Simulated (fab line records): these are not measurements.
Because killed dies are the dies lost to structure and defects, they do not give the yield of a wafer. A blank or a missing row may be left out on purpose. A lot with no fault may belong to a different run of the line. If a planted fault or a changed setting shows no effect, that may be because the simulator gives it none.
8D (eight disciplines) problem report, filled in by code | flow n5-finfet | the parts of the form that need people (team, actions taken, sign-off) are left out

== 1. PROBLEM STATEMENT ==
VIA_MOL_THK at N5_MOL_CONTACT_COAG_THK_MEAS_53 reads a mean of 30.3 nm on 2 wafers of 2 lots; wafers without a fault read 43.8 nm with a standard deviation of 0.71. That is -19 standard deviations from the usual mean.
The first sign was on wafer L846.6 at day 8 09:16, on film-metro-01. At this step, 28 wafers from 10 lots have a number in the record. Rule for "out" (also "out of limits"): further than 4 standard deviations from the usual mean. All remaining wafers that have a number are taken as sound.

== 2. WHAT IT IS AND WHAT IT IS NOT ==
question                    | is               | is not
which readings at this step | VIA_MOL_THK      | -
which lots                  | L846, L847       | L833, L835, L836, L837, L839, L843, L855, L856
which wafers of those lots  | L846.6, L847.6   | L846.2, L846.5, L847.3, L847.5
read on which gauges        | film-metro-01    | film-metro-02
when                        | from day 8 09:16 | up to then (18 sound wafers); but 8 sound wafers of L847, L855, L856 came after

== 3. WHAT RULES OUT EACH SUSPECT ==
Counting: any tool at a process step up to the reading remains a suspect provided it ran every lot that is out. Sound lots after the first of them don't rule it out here, since some wafers of a struck lot are sound.
- the gauge at N5_MOL_CONTACT_COAG_THK_MEAS_53: kept. All the wafers that are out were read on film-metro-01, and no step on other tools shows them out.
- pecvd-02 at N5_MOL_CONTACT_COAG_PECVD_31 (deposits SiO2 from TEOS/O2, target thk 46 nm, time 8.9 s): kept. It ran every lot that is out, first L846 (day 8 05:47); its last sound lot up to then is L843 (day 7 11:17).
Left after counting: pecvd-02 at N5_MOL_CONTACT_COAG_PECVD_31, film-metro-01 at N5_MOL_CONTACT_COAG_THK_MEAS_53.

== 4. THE CAUSE (what the simulator had put in) ==
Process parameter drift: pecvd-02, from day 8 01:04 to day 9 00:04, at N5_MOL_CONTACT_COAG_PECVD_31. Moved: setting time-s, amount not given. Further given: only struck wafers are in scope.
This tool is one of the 2 suspects left after counting.

== 5. THE CHAIN OF EFFECTS, in route order ==
Each row: a reading whose mean over the struck wafers that have a number lies more than 3 standard deviations from the usual. Scope: only readings with a usual standard deviation given in the record; hours: median across lots of the time from each lot's start at the first step in this table that gives one to its start at this step; sigmas: change in usual standard deviations.
hours | step                            | reading     | usual   | on struck wafers | change | sigmas
0     | N5_MOL_CONTACT_COAG_THK_MEAS_53 | VIA_MOL_THK | 43.8 nm | 30.3             | -13.5  | -19
Later steps that measure or inspect, where all struck wafers having a row at the step show a number for every such reading and not one has moved that far: N5_BEOL_M4_RC_MEAS_101.

== 6. HOW IT WOULD HAVE BEEN CAUGHT EARLIER ==
Counted from the fault's start at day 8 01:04, it took 8 hours until the first out-of-limits reading at a measuring or inspecting step in this record, taken at day 8 09:16.
L847, from the lots that are out (2), started N5_MOL_CONTACT_COAG_PECVD_31 on pecvd-02 later than day 8 09:16. Holding the tool at that time would have saved it.
